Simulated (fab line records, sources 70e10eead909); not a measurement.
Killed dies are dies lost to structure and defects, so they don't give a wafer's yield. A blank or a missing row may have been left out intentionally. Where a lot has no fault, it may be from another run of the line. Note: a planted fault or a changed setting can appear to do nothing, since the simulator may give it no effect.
fab line records ; flow nand_harc
[record] lots = 13; wafers = 39; last_day = 33
route steps=1302 shown A_CONTACT@986 A_BONDPAD@1204 END@1302
lots with no fault: from the same line, run without faults
start_h: hours from the record's first day to the start of the lot's first wafer shown ; wait_h: hours since the lot's step before ; " same as the row above ; L1.1+2: several wafers, shown together as one row ; - value missing, or start not given ; * or withheld: withheld ; < > ~ a bound
route shown NAME@n: names a module that has steps shown in the file, with the first one's number in the route ; usual: mean and standard deviation over wafers with no fault ; same: alike in all rows ; chamber/n: place in a boat ; sites: per-site readings ; _std_site: the values' standard deviation ; _edge_site: outer sites' mean less inner sites' ; radius_mm: how far each site lies from the wafer's centre ; mask NAME#n: copy n ; behind: the tool/chamber that last shaped the wafer ; hold: cause of the lot's hold/its duration in hours/its outcome ; device: the n, p or np transistor that did not switch ; end of line: tests run on the same wafers once the route is complete ; a step given without rows: its recipe and nothing more ; killed: at the first sort, the dies lost to defects and structure; wafer yield is something else ; map: the dies of a wafer, with x for killed, . for not killed, _ for no die there
set.NAME: the setting as run; set.NAME@STEP: as run at that earlier step ; model.NAME: the simulator's own value behind a step, which no gauge read
route steps across a sampled set of lots; one table per step, one row per wafer
services: the hour from which a tool's chamber was out of use, counted from the record's first day as start_h (under 0 if before that day), plus the number of hours and why
[[steps]]
[step NHARC_A_CONTACT_DEP_29]
[recipe] target_thk_a = 1000; target_thk_nm = 100; temp_c = 400; pressure_torr = 3.5; flow_sccm = 200; rf_w = 350; material = SiON
[usual] heater_power_w = 729/120
lot.wafer;tool;chamber;start_h;wait_h;heater_power_w
L801.3;pecvd-01;2;505.82;2.1;879
L801.1;pecvd-01;1;505.82;2.1;868
L801.4;pecvd-01;2;505.82;2.1;872
L802.2;pecvd-02;2;535.02;2.8;911
L802.1;pecvd-02;0;535.02;2.8;605
L802.6;pecvd-02;1;535.02;2.8;696
L805.1;pecvd-01;2;538.22;3.6;763
L805.5;pecvd-01;1;538.22;3.6;863
L805.4;pecvd-01;2;538.22;3.6;772
L803.2;pecvd-02;2;554.72;2.9;918
L803.4;pecvd-02;1;554.72;2.9;677
L803.6;pecvd-02;2;554.72;2.9;905
L804.3;pecvd-01;1;558.89;2.1;726
L804.6;pecvd-01;0;558.89;2.1;623
L804.5;pecvd-01;1;558.89;2.1;763
L807.1;pecvd-03;1;561.42;3.6;580
L807.4;pecvd-03;0;561.42;3.6;808
L807.5;pecvd-03;1;561.42;3.6;577
L806.2;pecvd-01;1;567.32;2.9;849
L806.3;pecvd-01;2;567.32;2.9;795
L806.6;pecvd-01;2;567.32;2.9;784
L809.1;pecvd-01;1;595.04;3.6;791
L809.3;pecvd-01;2;595.04;3.6;842
L809.5;pecvd-01;2;595.04;3.6;860
L810.2;pecvd-02;2;607.61;2.8;889
L810.3;pecvd-02;0;607.61;2.8;650
L810.6;pecvd-02;2;607.61;2.8;757
L811.1;pecvd-01;1;618.86;3.5;888
L811.3;pecvd-01;2;618.86;3.5;756
L811.4;pecvd-01;0;618.86;3.5;600
L817.5;pecvd-02;1;672.33;0.8;600
L817.6;pecvd-02;2;672.33;0.8;923
L817.4;pecvd-02;0;672.33;0.8;644
L818.1;pecvd-02;0;688.97;3.6;630
L818.5;pecvd-02;2;688.97;3.6;759
L818.4;pecvd-02;0;688.97;3.6;633
L822.3;pecvd-01;0;719.45;2.1;628
L822.1;pecvd-01;2;719.45;2.1;855
L822.4;pecvd-01;0;719.45;2.1;616
[step NHARC_A_BONDPAD_THK_MEAS_30]
[recipe] thk_meas_gauge = ellipsometry
[usual] thk_nm = 199.8/1.4
lot.wafer;tool;chamber;start_h;wait_h;thk_nm
L801.1;film_metro-02;-;543.84;0.1;198.3
L801.3;film_metro-02;-;543.84;0.1;200.8
L801.4;film_metro-02;-;543.84;0.1;199.8
L802.1;film_metro-01;-;580.09;0.2;201.2
L802.2;film_metro-01;-;580.09;0.2;200.1
L802.6;film_metro-01;-;580.09;0.2;197.5
L805.1;film_metro-01;-;584.17;0.2;198.5
L805.4;film_metro-01;-;584.17;0.2;200.9
L805.5;film_metro-01;-;584.17;0.2;198.4
L803.2;film_metro-01;-;605.07;0.2;199.6
L803.4;film_metro-01;-;605.07;0.2;201.7
L803.6;film_metro-01;-;605.07;0.2;200.2
L804.3;film_metro-02;-;607.71;0.2;201.7
L804.5;film_metro-02;-;607.71;0.2;198.5
L804.6;film_metro-02;-;607.71;0.2;198.0
L807.1;film_metro-01;-;608.64;0.2;198.5
L807.4;film_metro-01;-;608.64;0.2;201.3
L807.5;film_metro-01;-;608.64;0.2;198.7
L806.2;film_metro-01;-;610.47;0.2;200.8
L806.3;film_metro-01;-;610.47;0.2;200.2
L806.6;film_metro-01;-;610.47;0.2;199.9
L809.1;film_metro-02;-;633.94;0.2;200.0
L809.3;film_metro-02;-;633.94;0.2;198.1
L809.5;film_metro-02;-;633.94;0.2;200.7
L810.2;film_metro-01;-;655.53;0.2;200.2
L810.3;film_metro-01;-;655.53;0.2;200.0
L810.6;film_metro-01;-;655.53;0.2;197.7
L811.1;film_metro-01;-;657.26;0.2;200.5
L811.3;film_metro-01;-;657.26;0.2;199.0
L811.4;film_metro-01;-;657.26;0.2;202.3
L817.5;film_metro-02;-;713.82;0.1;201.4
L817.6;film_metro-02;-;713.82;0.1;199.5
L818.5;film_metro-02;-;727.65;0.1;199.2
L822.1;film_metro-02;-;757.15;0.2;200.7
L822.3;film_metro-02;-;757.15;0.2;198.8
L822.4;film_metro-02;-;757.15;0.2;202.1
[step NHARC_A_BONDPAD_STRIP_15]
[recipe] o2_flow_sccm = 500; ar_flow_sccm = 0; bias_w = 0; chemistry = O2
[usual] drypump_motor_current_A = 5.7/0.41; o2_flow_sccm = 499.9/1.6; oes_product_au = 0.997/0.012; rf_vpp_V = 57.8/0.87; showerhead_plenum_p_Torr = 3.54/0.18; throttle_valve_pct = 17.036/0.0086
lot.wafer;tool;chamber;start_h;wait_h;drypump_motor_current_A;o2_flow_sccm;oes_product_au;rf_hours_counter_h;rf_vpp_V;showerhead_plenum_p_Torr;throttle_valve_pct
L801.3;rie_diel-02;2;544.88;0.1;6.0;501.4;1.005;54;56.8;3.39;17.036
L801.1;rie_diel-02;1;544.88;0.1;6.1;499.7;1.023;56;57.9;3.50;17.045
L801.4;rie_diel-02;2;544.88;0.1;6.0;502.8;1.003;-;57.8;3.39;17.025
L802.1;rie_diel-06;2;581.30;0.1;5.7;498.7;0.996;13;58.1;3.49;17.026
L802.2;rie_diel-06;1;581.30;0.1;5.3;501.8;1.006;14;57.3;3.38;17.029
L802.6;rie_diel-06;3;581.30;0.1;5.1;499.6;0.998;-;58.6;3.41;17.031
L805.4;rie_diel-02;2;585.22;0.1;6.0;502.3;0.998;1;58.0;3.39;17.046
L805.1;rie_diel-02;3;585.22;0.1;6.6;497.9;1.014;1;58.8;3.75;17.040
L805.5;rie_diel-02;1;585.22;0.1;6.1;498.4;1.007;-;58.3;3.50;17.040
L803.2;rie_diel-12;1;606.24;0.1;5.6;501.3;0.997;4;57.7;3.73;17.044
L803.4;rie_diel-12;2;606.24;0.1;5.2;500.6;0.988;5;57.0;3.33;17.035
L803.6;rie_diel-12;2;606.24;0.1;5.2;497.7;0.993;-;56.5;3.33;17.038
L804.3;rie_diel-12;3;608.77;0.1;5.7;498.2;1.012;5;57.9;3.79;17.045
L804.5;rie_diel-12;2;608.77;0.1;5.1;497.6;0.987;-;59.0;3.33;17.022
L804.6;rie_diel-12;3;608.77;0.1;5.7;497.3;1.011;-;56.1;3.79;17.029
L807.1;rie_diel-12;0;609.89;0.1;6.2;500.1;0.990;5;57.3;3.43;17.046
L807.5;rie_diel-12;2;609.89;0.1;5.2;500.4;0.990;-;57.5;3.33;17.046
L807.4;rie_diel-12;0;609.89;0.1;6.2;498.5;0.990;-;58.2;3.43;17.046
L806.3;rie_diel-06;3;611.75;0.1;5.1;499.0;1.004;19;57.4;3.41;17.038
L806.2;rie_diel-06;1;611.75;0.1;5.2;499.6;1.000;19;57.7;3.38;17.029
L806.6;rie_diel-06;2;611.75;0.1;5.7;499.3;1.002;-;56.9;3.49;17.038
L809.1;rie_diel-12;1;635.12;0.1;5.6;500.1;0.992;0;57.5;3.73;17.047
L809.3;rie_diel-12;3;635.12;0.1;5.7;500.0;0.990;0;58.9;3.79;17.042
L809.5;rie_diel-12;0;635.12;0.1;6.2;499.1;0.982;-;57.8;3.43;17.048
L810.2;rie_diel-06;1;656.60;0.1;5.2;500.1;0.999;26;56.8;3.38;17.045
L810.3;rie_diel-06;2;656.60;0.1;5.8;499.4;0.998;25;56.9;3.48;17.033
L810.6;rie_diel-06;0;656.60;0.1;5.8;501.3;0.995;-;59.4;3.79;17.039
L811.1;rie_diel-06;0;658.30;0.1;5.9;498.5;0.996;28;57.8;3.79;17.026
L811.3;rie_diel-06;2;658.30;0.1;5.8;499.3;0.996;25;57.9;3.48;17.044
L811.4;rie_diel-06;3;658.30;0.1;5.1;496.9;0.998;26;57.2;3.40;17.042
L817.6;rie_diel-12;3;714.93;0.1;5.7;499.3;0.995;-;58.9;3.78;17.031
L817.5;rie_diel-12;0;714.93;0.1;6.2;501.2;0.981;-;58.5;3.43;17.028
L818.5;rie_diel-06;3;728.76;0.1;5.1;499.7;1.008;-;57.0;3.40;17.042
L822.1;rie_diel-12;0;758.20;0.1;6.2;499.1;0.976;4;57.8;3.43;17.015
L822.3;rie_diel-12;2;758.20;0.1;5.1;498.8;0.994;4;57.4;3.33;17.035
L822.4;rie_diel-12;3;758.20;0.1;5.7;498.6;0.982;5;59.2;3.78;17.034
[step NHARC_A_BONDPAD_CMP_19]
[recipe] t_overpolish_s = 30; cu_recess_touch_s = 16; target_thk_nm = 169.82
[usual] motor_current_A = 12.5/1.4; overpolish_run_s = 29.999/0.0092
lot.wafer;tool;chamber;start_h;wait_h;motor_current_A;overpolish_run_s
L801.3;cmp-02;0;546.59;-;11.9;29.993
L801.4;cmp-02;1;546.59;-;13.5;29.998
L801.1;cmp-02;2;546.59;-;11.4;29.988
L802.1;cmp-03;1;582.94;-;12.7;29.999
L802.2;cmp-03;2;582.94;-;11.2;29.978
L802.6;cmp-03;2;582.94;-;11.6;30.005
L805.1;cmp-03;1;586.83;-;13.3;30.007
L805.4;cmp-03;2;586.83;-;11.0;29.998
L805.5;cmp-03;2;586.83;-;11.2;29.979
L803.2;cmp-03;3;607.90;-;12.0;29.997
L803.4;cmp-03;1;607.90;-;14.4;30.008
L803.6;cmp-03;2;607.90;-;10.9;30.023
L804.3;cmp-02;1;610.47;-;13.3;30.008
L804.6;cmp-02;2;610.47;-;10.7;30.004
L804.5;cmp-02;3;610.47;-;11.6;29.995
L807.1;cmp-02;2;611.64;-;11.7;29.991
L807.4;cmp-02;3;611.64;-;12.2;29.999
L807.5;cmp-02;1;611.64;-;13.9;29.999
L806.2;cmp-04;3;613.38;-;11.3;30.020
L806.3;cmp-04;0;613.38;-;11.0;29.982
L806.6;cmp-04;0;613.38;-;10.9;30.000
L809.1;cmp-03;3;636.77;-;12.1;30.004
L809.3;cmp-03;0;636.77;-;13.2;29.994
L809.5;cmp-03;2;636.77;-;10.9;29.993
L810.2;cmp-04;2;658.23;-;12.9;29.999
L810.3;cmp-04;0;658.23;-;11.3;30.001
L810.6;cmp-04;2;658.23;-;14.0;30.013
L811.1;cmp-03;0;659.96;-;12.7;29.998
L811.4;cmp-03;1;659.96;-;13.9;30.011
L811.3;cmp-03;2;659.96;-;11.2;29.999
L817.5;cmp-04;2;716.62;-;12.6;29.989
L817.6;cmp-04;3;716.62;-;11.3;30.000
L818.5;cmp-04;0;730.54;-;10.9;30.013
L822.1;cmp-03;0;759.81;-;13.2;30.007
L822.4;cmp-03;2;759.81;-;11.0;30.006
L822.3;cmp-03;3;759.81;-;12.0;30.000
[step NHARC_END_SORT_01]
[recipe] temp_c = 25
[usual] killed_at_array = 64/20; killed_at_other = 0.7/1.1; killed_at_periphery = 3.6/2.7; killed_dies = 68/20; killed_open = 2.8/1.9; killed_short = 2.3/1.5
[same] gross_dies = 677
lot.wafer;tool;chamber;start_h;wait_h;killed_at_array;killed_at_other;killed_at_periphery;killed_dies;killed_open;killed_short
L817.4;prober-02;0;748.42;3.4;581;0;2;583;0;0
L817.5;prober-02;0;749.23;3.7;58;1;13;72;4;5
L817.6;prober-02;0;750.03;4.0;56;0;8;64;7;0
L818.1;prober-01;0;762.14;2.5;602;0;4;606;3;5
L818.4;prober-01;0;764.56;3.4;588;1;9;598;6;3
L818.5;prober-01;0;765.37;3.7;53;0;6;59;1;3
// killed by level:class
L817.4 A_CONTACT:area_dep=520 A_SLIT:chamber_film_flake=35 A_CHANNEL_HOLE_D1:chamber_film_flake=13 A_STAIRCASE:chamber_film_flake=7 A_CONTACT:chamber_film_flake=4 P_ZERO_WELL:chamber_film_flake=1 P_M1:chamber_film_flake=1 A_ZERO_WELL:chamber_film_flake=1
L817.5 A_SLIT:chamber_film_flake=30 A_STAIRCASE:chamber_film_flake=10 A_CHANNEL_HOLE_D1:chamber_film_flake=9 P_M1:chamber_film_flake=5 A_CONTACT:chamber_film_flake=4 P_CONTACT:geometric_particle:short=2 P_GATE:chamber_film_flake=2 P_M1:geometric_particle:short=1
L817.6 A_SLIT:chamber_film_flake=25 A_CHANNEL_HOLE_D1:chamber_film_flake=8 A_STAIRCASE:chamber_film_flake=8 A_CONTACT:chamber_film_flake=7 P_ZERO_WELL:chamber_film_flake=4 A_CHANNEL_FILL_D2:geometric_particle:open=2 P_GATE:chamber_film_flake=2 P_CONTACT:geometric_particle:open=1
L818.1 A_CONTACT:area_dep=537 A_SLIT:chamber_film_flake=33 A_CHANNEL_HOLE_D1:chamber_film_flake=11 A_CHANNEL_FILL_D1:chamber_film_flake=4 A_STAIRCASE:chamber_film_flake=4 A_CONTACT:chamber_film_flake=4 A_WL_FILL:geometric_particle:short=2 P_STI:geometric_particle:short=1
L818.4 A_CONTACT:area_dep=519 A_SLIT:chamber_film_flake=32 A_CHANNEL_HOLE_D1:chamber_film_flake=19 A_CONTACT:chamber_film_flake=3 A_M0:geometric_particle:open=2 P_GATE:chamber_film_flake=2 P_M0:chamber_film_flake=2 A_CHANNEL_HOLE_D2:chamber_film_flake=2
L818.5 A_SLIT:chamber_film_flake=29 A_CHANNEL_HOLE_D1:chamber_film_flake=8 A_STAIRCASE:chamber_film_flake=5 A_CONTACT:chamber_film_flake=5 P_M0:chamber_film_flake=4 P_M1:chamber_film_flake=2 A_CHANNEL_HOLE_D1:geometric_particle:short=1 A_CONTACT:geometric_particle:open=1
[[services]]
tool;chamber;start_h;hours;kind
rie_diel-06;-;482.69;7.1;repair
cmp-03;-;487.95;1.4;repair
pecvd-01;-;492.30;13.0;pm
rie_diel-12;3;503.27;4.2;repair
rie_diel-06;1;506.86;6.1;repair
cmp-03;-;507.61;4.1;repair
pecvd-02;2;510.33;12.8;repair
pecvd-02;0;514.61;11.8;repair
rie_diel-06;2;550.43;13.4;repair
cmp-03;-;557.19;4.0;pm
rie_diel-12;1;574.03;8.2;repair
pecvd-02;-;589.10;13.0;pm
rie_diel-12;3;609.20;3.6;repair
rie_diel-12;-;622.51;9.0;pm
cmp-03;-;655.19;4.0;pm
pecvd-01;-;673.30;13.0;pm
pecvd-02;-;678.61;0.7;repair
rie_diel-12;2;679.42;5.0;repair
pecvd-01;-;693.50;2.2;repair
rie_diel-12;0;694.36;9.4;repair
cmp-03;-;721.81;2.0;repair
rie_diel-12;-;724.40;0.4;repair
rie_diel-12;1;733.48;2.0;repair
cmp-03;-;753.34;4.0;pm
[[key]]
[first_sign] step = NHARC_END_SORT_01; reading = killed_dies; direction = up; sigmas = 27; usual = 68; struck = 596
[effect] step = NHARC_END_SORT_01; reading = killed_at_array; direction = up; sigmas = 27; usual = 64; struck = 590
[more_kills_born_at] NHARC_A_CONTACT_DEP_29@pecvd-02 = 1576
met_at NHARC_A_CONTACT_DEP_29
struck_lots L817,L818
struck_wafers L817.4,L818.1,L818.4
later_rows_left_out L817.4,L818.1,L818.4
tester_left_out L817,L818
not_acting_at NHARC_A_BONDPAD_THK_MEAS_30,NHARC_A_BONDPAD_STRIP_15,NHARC_A_BONDPAD_CMP_19
onset_between 607.61 672.33
[fault] kind = process_parameter_drift; tool = pecvd-02; chamber = 0; onset_h = 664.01; steps = NHARC_A_CONTACT_DEP_29; channel = target_thk_a; offset = *; shape = step; end_h = 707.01; acts_in = *; stated = *
// tester_left_out: of these lots the tester's yield and bins aren't shown, on N5 and GAA mostly nor the transistor test; their killed dies are dies lost to structure and defects alone, not to doping, threshold or leakage, so they don't give the yield
// later_rows_left_out: the simulator's readings of these wafers behind a module that went badly wrong aren't trusted and aren't shown, but for the sort
